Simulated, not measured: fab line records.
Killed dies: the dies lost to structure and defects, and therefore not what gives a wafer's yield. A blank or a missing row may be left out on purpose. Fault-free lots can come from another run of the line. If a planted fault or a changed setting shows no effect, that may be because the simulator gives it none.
A struck lot beside a sound one :: flow n5Finfet :: 15 out of 1938 route steps
Sound: wafers L833.3, L833.4, L833.5. Struck: wafer L827.4. (L827.5 of the same lot was not struck and is left out.) The cause comes at the end.
Each step with rows lists, per side, the tool, then ch with its chambers, then its first start. Under that, the readings that differ: sound wafers :: struck wafers :: difference of the means :: sigmas: that difference in standard deviations of wafers without a fault.
alike: words and numbers the same on both sides, and readings whose means are apart by under 2 such deviations; not compared: readings that were withheld, readings missing a value for some wafer, numbers with overlapping values and no deviation given by the record, and bounds like >300 which may hide the same value.
The two part at a step that has a row with sigmas, a row that says differs or no value, or rows on one side only. Numbers that don't overlap but have no deviation are shown without sigmas and don't part them. A reading that every wafer of one side lacks parts them only if that side has two wafers or more.

N5_ZERO_LAYER_PECVD_02: deposits SiO2 from SiH4/N2O, target thk 10 nm, time 6 s.
  sound on pecvd-02 ch 0,2, day 7 00:17; struck on pecvd-01 ch 0, day 5 12:19
reading: showerheadPlenumPTorr (Torr)
sound: 8.04 8.04 7.98
struck: 8.23
difference: +0.21
sigmas: +3
  alike: heaterPowerW
  not compared: sinceWetCleanH
then, 8 steps without rows for these wafers: N5_ZERO_LAYER_HMDS_04 (time 60 s); N5_ZERO_LAYER_COAT_05 (resist thk 1000 nm); N5_ZERO_LAYER_EBR_07; N5_ZERO_LAYER_SOFTBAKE_06 (time 90 s); N5_ZERO_LAYER_EXPOSE_08 (exposes mask ZERO, defocus 0 nm, target cd 2000 nm); N5_ZERO_LAYER_PEB_09; N5_ZERO_LAYER_DEVELOP_10 (develop time 60 s); N5_ZERO_LAYER_HARDBAKE_23 (time 120 s).
N5_ZERO_LAYER_CD_MEAS_11: target cd 2000 nm.
  sound on cdSem-01 ch 0, day 7 00:38; struck on cdSem-03 ch 0, day 5 12:46
  alike: cdNm
N5_ZERO_LAYER_DESCUM_16: chemistry O2, time 7.9 s.
  sound on rieDiel-01 ch 0,1,2, day 7 00:41; struck on rieDiel-03 ch 2, day 5 12:49
reading: throttleValvePct (%)
sound: 20.1 20.4 20.3
struck: 21.0
difference: +0.7
sigmas: +2
  alike: drypumpMotorCurrentA, oesProductAu, rfVppV, showerheadPlenumPTorr
  not compared: rfHoursCounterH
N5_ZERO_LAYER_ETCH_17: etches SiO2 in CF4, target depth 12 nm, time 13.3 s.
  sound on rieDiel-01 ch 0,1,2, day 7 00:43; struck on rieDiel-03 ch 2, day 5 12:52
reading: throttleValvePct (%)
sound: 15.46 15.74 15.44
struck: 16.23
difference: +0.68
sigmas: +2
  alike: drypumpMotorCurrentA, oesProductAu, rfVppV, showerheadPlenumPTorr
  not compared: rfHoursCounterH
N5_ZERO_LAYER_ETCH_18: etches Si in HBr/Cl2, target depth 120 nm, time 40 s.
  sound on rieSi-01 ch 0,2,3, day 7 00:47; struck on rieSi-04 ch 1, day 5 12:57
reading: model.etch.depthNm (nm)
sound: 119.3 113.8 123.5
struck: 75.46
difference: -43.41
sigmas: 

reading: model.ZERO_LAYER.featureDepthNm (nm)
sound: 119.3 113.8 123.5
struck: 75.46
difference: -43.41
sigmas: 

reading: model.coat_of_ZERO_LAYER_COAT_05.thkNm (nm)
sound: 934.4 938.4 933.4
struck: 945.3
difference: +9.9
sigmas: 
  alike: drypumpMotorCurrentA, oesProductAu, throttleValvePct
  not compared: rfHoursCounterH
N5_ZERO_LAYER_STRIP_24: strips in O2.
  sound on plasmaAsher-01 ch 0,1, day 7 00:55; struck on plasmaAsher-01 ch 0, day 5 13:02
reading: stripTimeToEndpointS (s)
sound: 43.98 44.09 43.96
struck: 44.29
difference: +0.28
sigmas: +3
  alike: drypumpMotorCurrentA, heaterPowerW, oesProductAu
  not compared: rfHoursCounterH
then, 1 step without rows for these wafers: N5_ZERO_LAYER_STRIP_19 (strips in SPM, time 900 s).

== WHERE THEY PART ==
Earliest at N5_ZERO_LAYER_PECVD_02; latest, in this record, at N5_ZERO_LAYER_STRIP_24.

WHY: whatever the simulator had introduced
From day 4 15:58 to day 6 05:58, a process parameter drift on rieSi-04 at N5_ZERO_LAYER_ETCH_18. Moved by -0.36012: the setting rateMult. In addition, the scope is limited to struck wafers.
